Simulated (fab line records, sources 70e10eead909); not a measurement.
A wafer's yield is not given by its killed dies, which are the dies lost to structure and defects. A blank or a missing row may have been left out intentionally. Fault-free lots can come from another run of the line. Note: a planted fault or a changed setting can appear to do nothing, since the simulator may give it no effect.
Chamber matching / flow nand-harc / NHARC_P_M0_STRIP_18 on rie-diel-07 has 4 sister chambers
The step strips in N2/H2. 16 wafers are shown with their chamber, then 8 later ones without.

## WAFERS PAIRED WITH THEIR CHAMBERS
wafer=L156.2; chamber=0; showerhead-plenum-p-Torr (Torr)=1.92; drypump-motor-current-A (A)=5.84; oes-product-au (a.u.)=0.989
wafer=L156.4; chamber=1; showerhead-plenum-p-Torr (Torr)=2.17; drypump-motor-current-A (A)=5.54; oes-product-au (a.u.)=1.002
wafer=L156.5; chamber=3; showerhead-plenum-p-Torr (Torr)=1.96; drypump-motor-current-A (A)=5.43; oes-product-au (a.u.)=0.998
wafer=L155.3; chamber=2; showerhead-plenum-p-Torr (Torr)=1.97; drypump-motor-current-A (A)=5.66; oes-product-au (a.u.)=1.028
wafer=L155.4; chamber=0; showerhead-plenum-p-Torr (Torr)=1.92; drypump-motor-current-A (A)=5.87; oes-product-au (a.u.)=0.994
wafer=L155.6; chamber=2; showerhead-plenum-p-Torr (Torr)=1.97; drypump-motor-current-A (A)=5.69; oes-product-au (a.u.)=1.019
wafer=L158.3; chamber=0; showerhead-plenum-p-Torr (Torr)=1.92; drypump-motor-current-A (A)=5.86; oes-product-au (a.u.)=1.005
wafer=L158.5; chamber=1; showerhead-plenum-p-Torr (Torr)=2.17; drypump-motor-current-A (A)=5.53; oes-product-au (a.u.)=0.998
wafer=L158.6; chamber=0; showerhead-plenum-p-Torr (Torr)=1.92; drypump-motor-current-A (A)=5.84; oes-product-au (a.u.)=1.006
wafer=L159.1; chamber=0; showerhead-plenum-p-Torr (Torr)=1.92; drypump-motor-current-A (A)=5.84; oes-product-au (a.u.)=0.998
wafer=L159.3; chamber=1; showerhead-plenum-p-Torr (Torr)=2.17; drypump-motor-current-A (A)=5.54; oes-product-au (a.u.)=0.991
wafer=L159.4; chamber=2; showerhead-plenum-p-Torr (Torr)=1.97; drypump-motor-current-A (A)=5.66; oes-product-au (a.u.)=1.007
wafer=L162.1; chamber=2; showerhead-plenum-p-Torr (Torr)=1.97; drypump-motor-current-A (A)=5.66; oes-product-au (a.u.)=1.016
wafer=L162.4; chamber=0; showerhead-plenum-p-Torr (Torr)=1.91; drypump-motor-current-A (A)=5.84; oes-product-au (a.u.)=1.001
wafer=L162.6; chamber=0; showerhead-plenum-p-Torr (Torr)=1.91; drypump-motor-current-A (A)=5.86; oes-product-au (a.u.)=1.014
wafer=L165.1; chamber=0; showerhead-plenum-p-Torr (Torr)=1.91; drypump-motor-current-A (A)=5.84; oes-product-au (a.u.)=1.008

SIGNATURES (averages over the wafers above)
reading=showerhead-plenum-p-Torr; chamber 0=1.9163; chamber 1=2.1700; chamber 2=1.9700; chamber 3=1.9600; scatter within a chamber=0.00395
reading=drypump-motor-current-A; chamber 0=5.8487; chamber 1=5.5367; chamber 2=5.6675; chamber 3=5.4300; scatter within a chamber=0.0123
reading=oes-product-au; chamber 0=1.00188; chamber 1=0.99700; chamber 2=1.01750; chamber 3=0.99800; scatter within a chamber=0.00786
Rule: for a wafer and a chamber, the distance is found by dividing, reading by reading, the gap between the wafer's reading and the chamber's mean by the reading's scatter, squaring, summing and taking the root. The wafer belongs to the nearest chamber; if the next one is less than 2 further off, it can't be placed. How the scatter is found: for the shown wafers, subtract from each reading the mean of its chamber, square and add these, divide the total by (wafers less chambers), then take the root.

## WAFERS WITH NO CHAMBER GIVEN
wafer=L165.4; showerhead-plenum-p-Torr (Torr)=2.16; drypump-motor-current-A (A)=5.54; oes-product-au (a.u.)=0.989
wafer=L165.6; showerhead-plenum-p-Torr (Torr)=1.95; drypump-motor-current-A (A)=5.44; oes-product-au (a.u.)=1.003
wafer=L169.1; showerhead-plenum-p-Torr (Torr)=2.16; drypump-motor-current-A (A)=5.53; oes-product-au (a.u.)=0.992
wafer=L169.2; showerhead-plenum-p-Torr (Torr)=1.96; drypump-motor-current-A (A)=5.64; oes-product-au (a.u.)=1.002
wafer=L169.4; showerhead-plenum-p-Torr (Torr)=1.95; drypump-motor-current-A (A)=5.40; oes-product-au (a.u.)=0.984
wafer=L178.2; showerhead-plenum-p-Torr (Torr)=1.95; drypump-motor-current-A (A)=5.44; oes-product-au (a.u.)=1.013
wafer=L178.4; showerhead-plenum-p-Torr (Torr)=1.91; drypump-motor-current-A (A)=5.85; oes-product-au (a.u.)=1.004
wafer=L178.6; showerhead-plenum-p-Torr (Torr)=1.91; drypump-motor-current-A (A)=5.85; oes-product-au (a.u.)=1.005

## EACH ONE'S CHAMBER
wafer=L165.4; from the rows above=1; in truth=1
wafer=L165.6; from the rows above=3; in truth=3
wafer=L169.1; from the rows above=1; in truth=1
wafer=L169.2; from the rows above=2; in truth=2
wafer=L169.4; from the rows above=3; in truth=3
wafer=L178.2; from the rows above=3; in truth=3
wafer=L178.4; from the rows above=0; in truth=0
wafer=L178.6; from the rows above=0; in truth=0
8 of 8 placed correctly. From these rows, 0 cannot be placed. 0 placed wrongly.
